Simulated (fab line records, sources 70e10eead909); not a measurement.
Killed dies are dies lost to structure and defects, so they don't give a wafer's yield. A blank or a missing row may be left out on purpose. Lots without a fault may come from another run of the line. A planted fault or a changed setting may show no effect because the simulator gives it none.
fab line records | flow nand_harc
record lots=7 wafers=21 last_day=34
route steps=1302 shown P_M1@291 END@1302
lots that met no fault: from a run of the same line without faults
start_h: hours from the record's first day to the start of the lot's first wafer shown | wait_h: hours since the lot's step before | " the same as in the row above | L1.1+2: a row that stands for several wafers | - no value, or no start given | * or withheld: withheld | < > ~ a bound
route shown NAME@n: a module of which the file shows steps, and the number in the route of the first | usual: mean/standard deviation of fault-free wafers | same: alike in all rows | chamber/n: place in a boat | sites: the reading at each site | _std_site: their standard deviation | _edge_site: outer sites' mean less inner sites' | radius_mm: how far each site lies from the wafer's centre | mask NAME#n: copy n | behind: the tool/chamber that last shaped the wafer | hold: why the lot was held/for how many hours/how that ended | device: the transistor (n, p or np) that didn't switch | end of line: the same wafers' tests at the end of the route | a step without rows: its recipe alone | killed: dies lost to structure and defects at the first sort, not the wafer's yield | map: a wafer's dies, x killed, . not, _ none there
set.NAME: the setting as run; set.NAME@STEP: as run at that earlier step | model.NAME: the simulator's own value behind a step, which no gauge read
lots at some steps of the route; a table a step, a row a wafer
services: from which hour (start_h, from the record's first day; less than 0 if before it) a tool's chamber was out of use, for how many hours, and why
## steps
# step NHARC_P_M1_EBR_05
# step NHARC_P_M1_EXPOSE_06
# recipe na=1.35 target_cd_nm=130 dose_mj=81.88 mask_id=P_M1
# step NHARC_P_M1_PEB_07
# recipe peb_temp_c=100 peb_time_s=65
# step NHARC_P_M1_DEVELOP_08
# recipe develop_time_s=35 dev_temp_c=23
# step NHARC_P_M1_CD_MEAS_09
# recipe target_cd_nm=130 landing_energy_ev=500
# usual cd_nm=129.9/0.48
# columns lot.wafer tool chamber start_h wait_h cd_nm
L348.2 cd_sem-02 0 158.91 - 129.6
L348.4 " 0 " " 128.6
L348.6 " 0 " " 129.2
L349.1 cd_sem-01 0 171.17 - 129.5
L349.5 " 0 " " 130.0
L349.6 " 0 " " 130.5
L350.2 cd_sem-01 0 178.10 - 129.8
L350.3 " 0 " " 129.8
L350.6 " 0 " " 129.8
L351.1 cd_sem-01 0 185.79 - 130.6
L351.2 " 0 " " 130.4
L351.6 " 0 " " 130.5
L358.1 cd_sem-01 0 273.33 - 130.2
L358.4 " 0 " " 130.1
L358.6 " 0 " " 130.0
L363.2 cd_sem-02 0 304.52 - 129.5
L363.4 " 0 " " 130.3
L363.5 " 0 " " 130.0
L367.1 cd_sem-01 0 352.71 - 129.2
L367.3 " 0 " " 129.4
L367.4 " 0 " " 128.7
# step NHARC_P_M1_OVL_MEAS_10
# recipe pitch_nm=260
# usual overlay_x_nm=0.0/0.75 overlay_y_nm=0.0/0.87
# columns lot.wafer tool chamber start_h wait_h overlay_x_nm overlay_y_nm
L348.2 overlay-02 - 159.00 - 0.3 -0.7
L348.4 " - " " 0.3 -0.8
L348.6 " - " " -0.2 -0.4
L349.1 overlay-01 - 171.26 - -0.7 -1.0
L349.5 " - " " -1.1 -0.8
L349.6 " - " " -1.0 -0.7
L350.2 overlay-02 - 178.18 - -1.1 0.8
L350.3 " - " " -1.2 0.8
L350.6 " - " " -1.0 0.9
L351.1 overlay-01 - 185.88 - -0.1 1.5
L351.2 " - " " 0.0 0.9
L351.6 " - " " 0.1 1.3
L358.1 overlay-02 - 273.42 - -1.4 -0.4
L358.4 " - " " -1.3 -0.9
L358.6 " - " " -1.1 -0.6
L363.2 overlay-02 - 304.60 - 0.0 -1.5
L363.4 " - " " -0.5 -2.2
L363.5 " - " " 0.2 -2.2
L367.1 overlay-01 - 352.80 - -0.3 1.3
L367.3 " - " " -0.6 1.0
L367.4 " - " " -0.7 1.5
# step NHARC_P_M1_INSPECT_11
# usual raw_defect_count=4.5/2.9
# columns lot.wafer tool chamber start_h wait_h raw_defect_count
L348.2 defect_inspect-01 - 159.03 0.0 3
L348.4 " - " " 9
L348.6 " - " " 4
L349.1 defect_inspect-01 - 171.30 0.0 2
L349.5 " - " " 3
L349.6 " - " " 1
L350.2 defect_inspect-01 - 178.22 0.0 1
L350.3 " - " " 2
L350.6 " - " " 0
L351.1 defect_inspect-02 - 185.91 0.0 6
L351.2 " - " " 5
L351.6 " - " " 3
L358.1 defect_inspect-01 - 273.46 0.0 4
L358.4 " - " " 7
L358.6 " - " " 6
L363.2 defect_inspect-02 - 304.64 0.0 3
L363.4 " - " " 4
L363.5 " - " " 6
L367.1 defect_inspect-01 - 352.83 0.0 2
L367.3 " - " " 4
L367.4 " - " " 7
# step NHARC_P_M1_DESCUM_14
# recipe time_s=3 o2_flow_sccm=200 ar_flow_sccm=0 bias_power_w=0 chemistry=O2
# usual drypump_motor_current_A=5.7/0.34 oes_product_au=0.999/0.0077 rf_vpp_V=57.6/0.86 showerhead_plenum_p_Torr=1.87/0.092 throttle_valve_pct=11.312/0.0089
# columns lot.wafer tool chamber start_h wait_h drypump_motor_current_A oes_product_au rf_hours_counter_h rf_vpp_V showerhead_plenum_p_Torr throttle_valve_pct
L348.2 rie_diel-05 3 159.10 0.1 5.8 1.015 6 58.9 2.07 11.313
L348.4 " 1 " " 5.9 1.011 7 59.5 1.83 11.319
L348.6 " 3 " " 5.8 1.000 - 57.7 2.07 11.302
L349.1 rie_diel-02 1 171.38 0.1 5.7 1.000 39 57.4 1.86 11.313
L349.5 " 3 " " 5.4 0.997 - 59.1 1.91 11.307
L349.6 " 0 " " 4.9 1.002 - 57.6 1.78 11.317
L350.2 rie_diel-05 1 178.30 0.1 5.9 1.007 9 57.5 1.83 11.303
L350.3 " 2 " " 5.9 1.002 8 58.1 1.80 11.302
L350.6 " 0 " " 5.8 0.998 - 57.1 1.79 11.310
L351.1 rie_diel-05 2 185.98 0.1 5.9 1.008 8 57.8 1.80 11.304
L351.2 " 1 " " 5.9 1.013 9 57.3 1.83 11.322
L351.6 " 3 " " 5.8 0.999 - 59.3 2.07 11.318
L358.1 rie_diel-13 1 273.52 0.1 5.1 1.001 10 57.2 1.87 11.319
L358.4 " 2 " " 5.5 0.995 10 56.9 1.81 11.296
L358.6 " 2 " " 5.6 0.995 - 56.2 1.81 11.300
L363.4 rie_diel-13 3 304.70 0.1 5.4 0.991 12 57.9 2.00 11.312
L363.2 " 1 " " 5.1 0.996 12 57.5 1.87 11.319
L363.5 " 0 " " 6.3 1.006 - 56.0 1.82 11.311
L367.3 rie_diel-13 2 352.90 0.1 5.6 0.984 0 56.3 1.81 11.315
L367.1 " 3 " " 5.4 0.998 0 59.2 2.00 11.315
L367.4 " 0 " " 6.3 1.001 0 57.5 1.82 11.294
# step NHARC_P_M1_ETCH_35
# recipe target_depth_a=400 overetch_a=120 time_s=43.94 ion_energy_ev=200 n2_flow_sccm=150 h2_flow_sccm=150 ar_flow_sccm=0 rf_w=400 bias_w=150 chemistry=N2/H2
# usual bias_w=149.9/0.39 chamber_pressure_mTorr=29.996/0.026 drypump_motor_current_A=5.7/0.36 oes_product_au=1.000/0.0071 rf_vpp_V=429.1/2.9 showerhead_plenum_p_Torr=1.99/0.098 throttle_valve_pct=14.171/0.0092
# columns lot.wafer tool chamber start_h wait_h bias_w chamber_pressure_mTorr drypump_motor_current_A oes_product_au rf_hours_counter_h rf_vpp_V showerhead_plenum_p_Torr throttle_valve_pct
L348.4 rie_diel-05 0 159.65 0.5 149.8 30.002 5.8 1.002 7 426.0 1.91 14.145
L348.2 " 1 " " 149.5 30.010 5.9 0.997 7 426.9 1.94 14.159
L348.6 " 1 " " 150.5 29.995 5.9 1.000 - 428.1 1.94 14.162
L349.1 rie_diel-02 0 171.55 0.2 150.1 29.982 4.9 0.998 40 427.4 1.90 14.179
L349.6 " 3 " " 149.7 29.987 5.4 1.006 - 429.0 2.04 14.174
L349.5 " 0 " " 150.1 30.069 4.9 0.996 - 427.7 1.90 14.154
L350.3 rie_diel-05 1 178.38 0.1 149.2 30.019 5.9 1.010 9 428.5 1.94 14.179
L350.2 " 2 " " 150.0 30.021 5.9 1.003 8 426.4 1.91 14.183
L350.6 " 0 " " 149.7 29.984 5.8 1.012 - 426.4 1.91 14.169
L351.2 rie_diel-05 3 186.06 0.1 149.4 29.993 5.8 1.002 8 436.5 2.21 14.167
L351.1 " 2 " " 150.4 30.015 5.9 0.990 8 426.5 1.91 14.161
L351.6 " 3 " " 149.9 29.962 5.8 0.998 - 435.8 2.21 14.174
L358.4 rie_diel-13 2 273.61 0.1 150.0 29.963 5.6 0.991 10 429.4 1.93 14.180
L358.1 " 3 " " 149.6 30.005 5.4 1.003 10 431.6 2.14 14.168
L358.6 " 1 " " 150.5 30.017 5.1 0.991 - 428.9 2.00 14.164
L363.4 rie_diel-13 0 304.79 0.1 150.2 30.015 6.3 1.016 12 427.1 1.94 14.172
L363.2 " 2 " " 150.4 30.008 5.6 0.989 11 427.0 1.93 14.180
L363.5 " 0 " " 150.1 30.024 6.3 0.990 - 427.7 1.94 14.173
L367.3 rie_diel-13 0 352.98 0.1 149.6 30.003 6.2 1.008 0 429.3 1.94 14.163
L367.4 " 1 " " 149.7 29.980 5.1 0.998 0 428.8 2.00 14.167
L367.1 " 3 " " 150.8 30.041 5.4 1.000 0 434.9 2.13 14.174
# step NHARC_P_M1_ETCH_15
# recipe target_depth_a=1825 time_s=91.2 c4f8_flow_sccm=withheld ar_flow_sccm=400 rf_w=600 bias_w=300 chemistry=C4F8/Ar
# usual bias_w=299.9/0.99 chamber_pressure_mTorr=24.997/0.026 oes_product_au=0.953/0.022 rf_vpp_V=439.4/2.9
# columns lot.wafer tool chamber start_h wait_h bias_w chamber_pressure_mTorr oes_product_au rf_hours_counter_h rf_vpp_V
L348.4 rie_diel-05 2 - - 300.7 25.026 0.932 6 437.2
L348.2 " 3 " " 301.2 24.993 0.931 6 443.8
L348.6 " 2 " " 301.6 25.002 0.923 - 437.5
L349.1 rie_diel-02 0 - - 299.7 24.991 0.912 40 437.3
L349.5 " 2 " " 301.4 25.017 0.921 - 435.8
L349.6 " 3 " " 301.1 24.968 0.924 - 441.5
L350.2 rie_diel-05 3 - - 301.7 24.980 0.973 8 446.2
L350.3 " 0 " " 300.3 24.952 0.971 9 437.8
L350.6 " 2 " " 300.0 24.994 0.981 - 436.4
L351.2 rie_diel-05 0 - - 299.6 25.033 0.971 10 438.9
L351.1 " 2 " " 300.2 24.993 0.962 8 437.6
L351.6 " 1 " " 301.1 25.026 0.972 - 438.9
L358.4 rie_diel-13 0 - - 297.9 25.009 0.930 9 437.6
L358.1 " 3 " " 298.4 25.002 0.913 10 443.0
L358.6 " 0 " " 300.3 25.030 0.923 - 439.3
L363.4 rie_diel-13 3 - - 299.5 24.997 0.964 12 445.1
L363.2 " 0 " " 300.4 25.018 0.965 12 437.3
L363.5 " 3 " " 299.8 24.984 0.952 - 443.1
L367.3 rie_diel-13 2 - - 300.2 25.043 0.956 0 438.8
L367.1 " 3 " " 299.9 25.005 0.973 0 442.3
L367.4 " 1 " " 301.0 24.977 0.945 0 439.5
# step NHARC_P_M1_CD_MEAS_16
# usual cd_nm=130.1/0.61
# columns lot.wafer tool chamber start_h wait_h cd_nm
L348.2 cd_sem-03 - 159.87 - 129.7
L348.4 " - " " 128.5
L348.6 " - " " 129.6
L349.1 cd_sem-02 - 171.77 - 129.8
L349.5 " - " " 129.8
L349.6 " - " " 130.0
L350.2 cd_sem-02 - 178.59 - 129.9
L350.3 " - " " 129.7
L350.6 " - " " 129.8
L351.1 cd_sem-01 - 186.28 - 130.6
L351.2 " - " " 130.9
L351.6 " - " " 130.8
L358.1 cd_sem-02 - 273.88 - 130.7
L358.4 " - " " 130.8
L358.6 " - " " 130.2
L363.2 cd_sem-02 - 305.01 - 129.4
L363.4 " - " " 130.9
L363.5 " - " " 130.7
L367.1 cd_sem-01 - 353.20 - 129.7
L367.3 " - " " 129.6
L367.4 " - " " 128.9
# step NHARC_P_M1_STRIP_18
# recipe power_w=1000 n2_flow_sccm=150 h2_flow_sccm=150 ar_flow_sccm=0 bias_w=0 chemistry=N2/H2
# usual drypump_motor_current_A=5.7/0.31 oes_product_au=1.000/0.0076 power_w=1001/3.1 rf_vpp_V=90.4/1.1 showerhead_plenum_p_Torr=1.99/0.11 throttle_valve_pct=14.170/0.0091
# columns lot.wafer tool chamber start_h wait_h drypump_motor_current_A oes_product_au power_w rf_hours_counter_h rf_vpp_V showerhead_plenum_p_Torr throttle_valve_pct
L348.2 rie_diel-05 0 159.94 0.1 5.7 0.997 1003 7 91.7 1.91 14.180
L348.4 " 2 " " 5.9 1.009 1000 6 89.7 1.91 14.179
L348.6 " 0 " " 5.7 1.004 1007 - 90.1 1.91 14.163
L349.1 rie_diel-05 0 171.84 0.1 5.8 1.003 1004 9 89.9 1.91 14.159
L349.5 " 0 " " 5.7 0.999 1006 - 88.6 1.91 14.168
L349.6 " 1 " " 5.9 1.008 997 - 90.3 1.94 14.168
L350.2 rie_diel-02 0 178.66 0.1 4.9 0.991 1002 42 90.5 1.90 14.174
L350.3 " 1 " " 5.7 0.986 1004 41 90.6 1.99 14.168
L350.6 " 1 " " 5.7 1.004 1005 - 89.6 1.99 14.173
L351.2 rie_diel-13 2 186.38 0.1 5.6 0.985 999 1 90.0 1.93 14.164
L351.1 " 0 " " 6.3 0.996 998 1 87.9 1.94 14.165
L351.6 " 2 " " 5.6 0.981 1002 - 90.1 1.93 14.187
L358.4 rie_diel-13 3 273.95 0.1 5.4 0.990 999 10 90.6 2.14 14.178
L358.1 " 2 " " 5.6 0.991 1004 10 90.0 1.93 14.155
L358.6 " 3 " " 5.4 1.004 1000 - 91.1 2.14 14.154
L363.2 rie_diel-05 0 305.10 0.1 5.8 1.006 998 3 89.0 1.91 14.172
L363.4 " 2 " " 5.9 1.003 999 3 89.3 1.91 14.158
L363.5 " 3 " " 5.8 0.995 1000 - 92.7 2.20 14.165
L367.4 rie_diel-05 2 353.27 0.1 5.9 0.991 1002 6 91.0 1.91 14.182
L367.1 " 0 " " 5.7 1.003 995 7 90.0 1.91 14.174
L367.3 " 1 " " 5.9 0.999 1002 7 89.8 1.94 14.175
# step NHARC_P_M1_ETCH_28
# recipe target_depth_a=300 over_etch_frac=0.3 time_s=72.99 ion_energy_ev=150 cf4_flow_sccm=50 n2_flow_sccm=100 ar_flow_sccm=150 rf_w=300 bias_w=100 chemistry=CF4/N2
# usual bias_w=100.02/0.28 cf4_flow_sccm=50.01/0.15 drypump_motor_current_A=5.73/0.3 oes_product_au=0.999/0.0075 rf_vpp_V=313.2/2.3 showerhead_plenum_p_Torr=2.57/0.13 throttle_valve_pct=19.795/0.0089
# columns lot.wafer tool chamber start_h wait_h bias_w cf4_flow_sccm drypump_motor_current_A oes_product_au rf_hours_counter_h rf_vpp_V showerhead_plenum_p_Torr throttle_valve_pct
L348.4 rie_diel-05 3 160.19 - - - - - - - - -
L348.2 " 1 " " - - - - - - - -
L348.6 " 2 " " - - - - - - - -
L349.1 rie_diel-05 2 172.08 - - - - - - - - -
L349.6 " 2 " " - - - - - - - -
L349.5 " 3 " " - - - - - - - -
L350.3 rie_diel-02 2 178.90 - - - - - - - - -
L350.2 " 0 " " - - - - - - - -
L350.6 " 3 " " - - - - - - - -
L351.1 rie_diel-13 2 186.59 - 100.25 49.99 5.60 0.990 1 312.8 2.50 19.811
L351.2 " 0 " " 100.20 49.86 6.26 0.994 1 311.7 2.51 19.795
L351.6 " 3 " " 100.25 49.91 5.43 0.983 - 316.6 2.74 19.779
L358.1 rie_diel-13 3 274.19 - 100.38 50.23 5.39 0.981 10 316.5 2.74 19.799
L358.4 " 1 " " 99.54 49.96 5.06 0.998 10 312.3 2.58 19.785
L358.6 " 0 " " 99.63 50.06 6.27 1.005 - 311.7 2.51 19.799
L363.2 rie_diel-05 3 305.33 - 100.24 49.93 5.82 1.009 3 317.3 2.82 19.806
L363.4 " 0 " " 99.96 49.92 5.73 1.006 3 311.2 2.47 19.793
L363.5 " 2 " " 99.92 49.81 5.89 1.005 - 310.8 2.47 19.807
L367.4 rie_diel-05 1 353.51 - 99.83 50.18 5.86 0.999 7 311.6 2.51 19.782
L367.1 " 2 " " 99.61 50.07 5.92 0.990 6 311.8 2.47 19.799
L367.3 " 0 " " 99.68 50.24 5.77 1.000 7 312.5 2.47 19.786
# step NHARC_P_M1_STRIP_19
# recipe time_s=600 temp_c=30 chemistry=post_etch_residue_remover
# step NHARC_END_SORT_01
# recipe temp_c=25
# usual defect_limited_yield=91/3.1 killed_at_array=53/21 killed_at_other=1.0/1.3 killed_at_periphery=3.8/2.4 killed_dies=58/21 killed_open=3.4/1.9 killed_short=2.4/1.5 sort_bin_2_pct=3.0/1.3 sort_bin_3_pct=0.6/0.39 sort_bin_4_pct=4.9/1.8 sort_n_pass=619/21 sort_rim_yield_pct=88/5.3 sort_yield_pct=91/3.1
# same gross_dies=677 sort_bin_5_pct[%]=0 sort_bin_6_pct[%]=0 sort_bin_7_pct[%]=0 sort_bin_8_pct[%]=0 sort_rim_n_gross=106.00
# columns lot.wafer tool chamber start_h wait_h defect_limited_yield[%] killed_at_array killed_at_other killed_at_periphery killed_dies killed_open killed_short sort_bin_2_pct[%] sort_bin_3_pct[%] sort_bin_4_pct[%] sort_n_pass sort_rim_yield_pct[%] sort_yield_pct[%]
L348.2 prober-01 0 591.45 2.9 0 82 0 595 677 3 1 92.5 0.7 6.8 0 0 0
L348.4 prober-01 0 593.07 3.5 0 83 1 593 677 4 2 92.0 0.7 7.2 0 0 0
L348.6 prober-01 0 594.70 4.1 0 78 1 598 677 4 3 92.8 0.7 6.5 0 0 0
L349.1 prober-02 0 602.46 2.5 0 79 1 597 677 4 2 91.7 1.5 6.8 0 0 0
L349.5 prober-02 0 605.68 3.7 0 60 5 612 677 2 6 93.4 0.6 6.1 0 0 0
L349.6 prober-02 0 606.48 4.0 0 69 1 607 677 1 0 92.9 0.9 6.2 0 0 0
L350.2 prober-01 0 603.28 2.8 0 51 3 623 677 3 1 94.1 0.9 5.0 0 0 0
L350.3 prober-01 0 604.09 3.1 0 28 1 648 677 0 1 97.0 0.3 2.7 0 0 0
L350.6 prober-01 0 606.52 4.1 0 47 2 628 677 6 4 95.1 0 4.9 0 0 0
L358.1 prober-01 0 711.57 2.5 94 41 0 3 44 3 5 1.3 0.4 4.7 633 92 94
L358.4 prober-01 0 713.91 3.4 94 38 1 5 44 3 2 1.6 0.4 4.4 633 87 94
L358.6 prober-01 0 715.47 3.9 92 48 0 8 56 3 5 2.8 0.9 4.6 621 88 92
L363.2 prober-01 0 752.22 2.8 92 55 0 1 56 0 3 3.0 0.1 5.2 621 85 92
L363.4 prober-01 0 753.81 3.4 90 63 2 0 65 1 3 2.2 0.1 7.2 612 84 90
L363.5 prober-01 0 754.61 3.7 91 55 1 4 60 4 0 3.8 0.4 4.6 617 81 91
L367.1 prober-02 0 804.97 2.5 95 28 0 3 31 4 2 1.5 0.4 2.7 646 93 95
L367.3 prober-02 0 806.55 3.1 96 21 1 3 25 3 1 1.3 0.1 2.2 652 92 96
L367.4 prober-02 0 807.33 3.4 94 36 0 5 41 1 2 1.5 0.1 4.4 636 94 94
# killed by level:class
L348.2 P_M1:area_etch=591 A_CHANNEL_HOLE_D2:chamber_film_flake=38 A_SLIT:chamber_film_flake=22 A_CHANNEL_HOLE_D1:chamber_film_flake=14 A_CONTACT:chamber_film_flake=3 P_STI:chamber_film_flake=2 P_M0:geometric_particle:open=1 A_CHANNEL_FILL_D1:geometric_particle:open=1
L348.4 P_M1:area_etch=588 A_CHANNEL_HOLE_D1:chamber_film_flake=35 A_SLIT:chamber_film_flake=18 A_CHANNEL_HOLE_D2:chamber_film_flake=14 A_CONTACT:chamber_film_flake=7 P_CONTACT:chamber_film_flake=4 A_WL_FILL:geometric_particle:short=2 A_CONTACT:geometric_particle:open=2
L348.6 P_M1:area_etch=594 A_CHANNEL_HOLE_D2:chamber_film_flake=28 A_SLIT:chamber_film_flake=22 A_CHANNEL_HOLE_D1:chamber_film_flake=18 P_STI:chamber_film_flake=2 A_CONTACT:chamber_film_flake=2 P_GATE:geometric_particle:short=1 P_CONTACT:geometric_particle:open=1
L349.1 P_M1:area_etch=596 A_CHANNEL_HOLE_D2:chamber_film_flake=29 A_SLIT:chamber_film_flake=24 A_CONTACT:chamber_film_flake=14 A_CHANNEL_HOLE_D1:chamber_film_flake=3 P_CONTACT:geometric_particle:short=1 A_DECK1_JOINT:geometric_particle:open=1 A_CHANNEL_FILL_D2:geometric_particle:open=1
L350.2 P_M1:area_etch=623 A_CHANNEL_HOLE_D1:chamber_film_flake=30 A_CHANNEL_HOLE_D2:chamber_film_flake=9 A_CONTACT:chamber_film_flake=4 THIN_TSV:chamber_film_flake=3 A_DECK1_JOINT:chamber_film_flake=3 A_CHANNEL_FILL_D2:geometric_particle:open=2 A_WL_FILL:geometric_particle:short=1
L350.3 P_M1:area_etch=647 A_CHANNEL_HOLE_D1:chamber_film_flake=13 A_CHANNEL_HOLE_D2:chamber_film_flake=10 A_DECK1_JOINT:chamber_film_flake=2 A_WL_FILL:geometric_particle:short=1 P_GATE:chamber_film_flake=1 A_CHANNEL_FILL_D1:chamber_film_flake=1 A_STAIRCASE:chamber_film_flake=1
L349.5 P_M1:area_etch=610 A_CHANNEL_HOLE_D2:chamber_film_flake=29 A_SLIT:chamber_film_flake=18 A_CONTACT:chamber_film_flake=5 THIN_TSV:chamber_film_flake=3 STARTING-WAFER:geometric_particle:short=2 P_CONTACT:geometric_particle:open=1 A_ONON_D1:geometric_particle:open=1
L349.6 P_M1:area_etch=606 A_CHANNEL_HOLE_D2:chamber_film_flake=32 A_SLIT:chamber_film_flake=21 A_CONTACT:chamber_film_flake=7 A_CHANNEL_HOLE_D1:chamber_film_flake=4 A_CHANNEL_FILL_D1:chamber_film_flake=2 A_ONON_D2:geometric_particle:open=1 P_ZERO_WELL:chamber_film_flake=1
L350.6 P_M1:area_etch=626 A_CHANNEL_HOLE_D1:chamber_film_flake=16 A_CHANNEL_HOLE_D2:chamber_film_flake=14 A_DECK1_JOINT:chamber_film_flake=4 A_WL_FILL:geometric_particle:short=2 A_CONTACT:chamber_film_flake=2 THIN_TSV:chamber_film_flake=2 P_CONTACT:geometric_particle:open=1
L358.1 A_CHANNEL_HOLE_D2:chamber_film_flake=16 A_CONTACT:chamber_film_flake=9 A_CHANNEL_HOLE_D1:chamber_film_flake=5 A_SLIT:chamber_film_flake=3 A_STAIRCASE:chamber_film_flake=2 P_GATE:geometric_particle:short=1 P_CONTACT:geometric_particle:short=1 P_M0:geometric_particle:short=1
L358.4 A_CHANNEL_HOLE_D2:chamber_film_flake=14 A_CHANNEL_HOLE_D1:chamber_film_flake=8 A_CONTACT:chamber_film_flake=7 P_M0:chamber_film_flake=2 P_STI:chamber_film_flake=2 A_SLIT:chamber_film_flake=2 A_WL_FILL:chamber_film_flake=2 P_GATE:geometric_particle:open=1
L358.6 A_CHANNEL_HOLE_D2:chamber_film_flake=17 A_CONTACT:chamber_film_flake=13 A_CHANNEL_HOLE_D1:chamber_film_flake=8 A_SLIT:chamber_film_flake=3 P_M0:geometric_particle:short=2 A_STAIRCASE:chamber_film_flake=2 P_M0:chamber_film_flake=2 P_GATE:geometric_particle:open=1
L363.2 A_SLIT:chamber_film_flake=23 A_CHANNEL_HOLE_D1:chamber_film_flake=15 A_CONTACT:chamber_film_flake=5 A_ZERO_WELL:chamber_film_flake=4 A_STAIRCASE:chamber_film_flake=4 A_ONON_D2:geometric_particle:short=1 A_SGD_CUT:geometric_particle:short=1 A_WL_FILL:geometric_particle:short=1
L363.4 A_CHANNEL_HOLE_D1:chamber_film_flake=20 A_SLIT:chamber_film_flake=19 A_CONTACT:chamber_film_flake=12 A_STAIRCASE:chamber_film_flake=3 A_ZERO_WELL:chamber_film_flake=2 THIN_TSV:chamber_film_flake=2 A_DECK1_JOINT:geometric_particle:short=1 A_WL_FILL:geometric_particle:short=1
L363.5 A_SLIT:chamber_film_flake=28 A_CHANNEL_HOLE_D1:chamber_film_flake=15 A_STAIRCASE:chamber_film_flake=3 P_ZERO_WELL:chamber_film_flake=2 A_BLC:chamber_film_flake=2 A_CONTACT:chamber_film_flake=2 P_M0:geometric_particle:open=1 A_DECK1_JOINT:geometric_particle:open=1
L367.1 A_CONTACT:chamber_film_flake=15 A_SLIT:chamber_film_flake=7 A_ONON_D2:geometric_particle:open=2 A_WL_FILL:chamber_film_flake=2 P_STI:geometric_particle:short=1 P_GATE:geometric_particle:open=1 A_WL_FILL:geometric_particle:short=1 A_CONTACT:geometric_particle:open=1
L367.3 A_SLIT:chamber_film_flake=8 A_CONTACT:chamber_film_flake=5 A_CHANNEL_HOLE_D2:chamber_film_flake=4 P_ZERO_WELL:geometric_particle:open=1 A_ONON_D2:geometric_particle:open=1 A_CONTACT:geometric_particle:open=1 STARTING-WAFER:geometric_particle:short=1 P_STI:chamber_film_flake=1
L367.4 A_SLIT:chamber_film_flake=12 A_CONTACT:chamber_film_flake=10 A_STAIRCASE:chamber_film_flake=3 A_SOURCE_PLATE:geometric_particle:short=2 P_M1:chamber_film_flake=2 A_CHANNEL_FILL_D1:chamber_film_flake=2 A_DECK1_JOINT:chamber_film_flake=2 A_CHANNEL_HOLE_D2:chamber_film_flake=2
# map L348.2 (x killed, . not)
____________x____________
_________xxxxxxx_________
_______xxxxxxxxxxx_______
______xxxxxxxxxxxxx______
_____xxxxxxxxxxxxxxx_____
____xxxxxxxxxxxxxxxxx____
____xxxxxxxxxxxxxxxxx____
___xxxxxxxxxxxxxxxxxxx___
___xxxxxxxxxxxxxxxxxxx___
__xxxxxxxxxxxxxxxxxxxxx__
__xxxxxxxxxxxxxxxxxxxxx__
_xxxxxxxxxxxxxxxxxxxxxxx_
_xxxxxxxxxxxxxxxxxxxxxxx_
_xxxxxxxxxxxxxxxxxxxxxxx_
_xxxxxxxxxxxxxxxxxxxxxxx_
_xxxxxxxxxxxxxxxxxxxxxxx_
xxxxxxxxxxxxxxxxxxxxxxxxx
xxxxxxxxxxxxxxxxxxxxxxxxx
xxxxxxxxxxxxxxxxxxxxxxxxx
xxxxxxxxxxxxxxxxxxxxxxxxx
xxxxxxxxxxxxxxxxxxxxxxxxx
_xxxxxxxxxxxxxxxxxxxxxxx_
_xxxxxxxxxxxxxxxxxxxxxxx_
_xxxxxxxxxxxxxxxxxxxxxxx_
_xxxxxxxxxxxxxxxxxxxxxxx_
_xxxxxxxxxxxxxxxxxxxxxxx_
__xxxxxxxxxxxxxxxxxxxxx__
__xxxxxxxxxxxxxxxxxxxxx__
___xxxxxxxxxxxxxxxxxxx___
___xxxxxxxxxxxxxxxxxxx___
____xxxxxxxxxxxxxxxxx____
____xxxxxxxxxxxxxxxxx____
_____xxxxxxxxxxxxxxx_____
______xxxxxxxxxxxxx______
_______xxxxxxxxxxx_______
_________xxxxxxx_________
____________x____________
# map L349.1 (x killed, . not)
____________x____________
_________xxxxxxx_________
_______xxxxxxxxxxx_______
______xxxxxxxxxxxxx______
_____xxxxxxxxxxxxxxx_____
____xxxxxxxxxxxxxxxxx____
____xxxxxxxxxxxxxxxxx____
___xxxxxxxxxxxxxxxxxxx___
___xxxxxxxxxxxxxxxxxxx___
__xxxxxxxxxxxxxxxxxxxxx__
__xxxxxxxxxxxxxxxxxxxxx__
_xxxxxxxxxxxxxxxxxxxxxxx_
_xxxxxxxxxxxxxxxxxxxxxxx_
_xxxxxxxxxxxxxxxxxxxxxxx_
_xxxxxxxxxxxxxxxxxxxxxxx_
_xxxxxxxxxxxxxxxxxxxxxxx_
xxxxxxxxxxxxxxxxxxxxxxxxx
xxxxxxxxxxxxxxxxxxxxxxxxx
xxxxxxxxxxxxxxxxxxxxxxxxx
xxxxxxxxxxxxxxxxxxxxxxxxx
xxxxxxxxxxxxxxxxxxxxxxxxx
_xxxxxxxxxxxxxxxxxxxxxxx_
_xxxxxxxxxxxxxxxxxxxxxxx_
_xxxxxxxxxxxxxxxxxxxxxxx_
_xxxxxxxxxxxxxxxxxxxxxxx_
_xxxxxxxxxxxxxxxxxxxxxxx_
__xxxxxxxxxxxxxxxxxxxxx__
__xxxxxxxxxxxxxxxxxxxxx__
___xxxxxxxxxxxxxxxxxxx___
___xxxxxxxxxxxxxxxxxxx___
____xxxxxxxxxxxxxxxxx____
____xxxxxxxxxxxxxxxxx____
_____xxxxxxxxxxxxxxx_____
______xxxxxxxxxxxxx______
_______xxxxxxxxxxx_______
_________xxxxxxx_________
____________x____________
## services
# columns tool chamber start_h hours kind
rie_diel-02 - 146.75 0.8 repair
rie_diel-05 3 151.34 6.8 repair
rie_diel-05 0 159.65 - clean
rie_diel-05 1 159.65 - clean
rie_diel-05 2 159.65 - clean
rie_diel-05 3 159.65 - clean
rie_diel-13 - 165.00 9.0 pm
rie_diel-05 0 184.15 - clean
rie_diel-05 1 184.15 - clean
rie_diel-05 2 184.15 - clean
rie_diel-05 3 184.15 - clean
rie_diel-05 3 197.69 20.2 repair
rie_diel-05 0 208.65 - clean
rie_diel-05 1 208.65 - clean
rie_diel-02 - 216.99 9.0 pm
rie_diel-05 - 229.60 9.0 pm
rie_diel-13 2 261.36 6.1 repair
rie_diel-05 3 267.31 5.5 repair
rie_diel-02 2 305.29 7.3 repair
rie_diel-02 3 308.61 1.3 repair
rie_diel-05 3 310.83 8.0 repair
rie_diel-13 2 313.72 8.4 repair
rie_diel-13 1 326.52 4.1 repair
rie_diel-13 - 342.00 9.0 pm
## key
first_sign step=NHARC_P_M1_ETCH_28 reading=tool_record direction=missing
effect step=NHARC_END_SORT_01 reading=killed_at_periphery direction=up sigmas=99+ usual=3.8 struck=611.2
more_kills_born_at NHARC_P_M1_ETCH_28@rie_diel-05=3585 NHARC_P_M1_ETCH_28@rie_diel-02=1895
met_at NHARC_P_M1_ETCH_28
struck_wafers L348.2,L348.4,L348.6,L349.1,L349.5,L349.6,L350.2,L350.3,L350.6
later_rows_left_out L348.2,L348.4,L348.6,L349.1,L349.5,L349.6,L350.2,L350.3,L350.6
fault kind=skipped_step_whole tool=rie_diel-02,rie_diel-05 chamber=- onset_h=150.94 steps=NHARC_P_M1_ETCH_28 scope=struck_lots_only
# later_rows_left_out: the simulator's readings of these wafers behind a module that went badly wrong aren't trusted and aren't shown, but for the sort
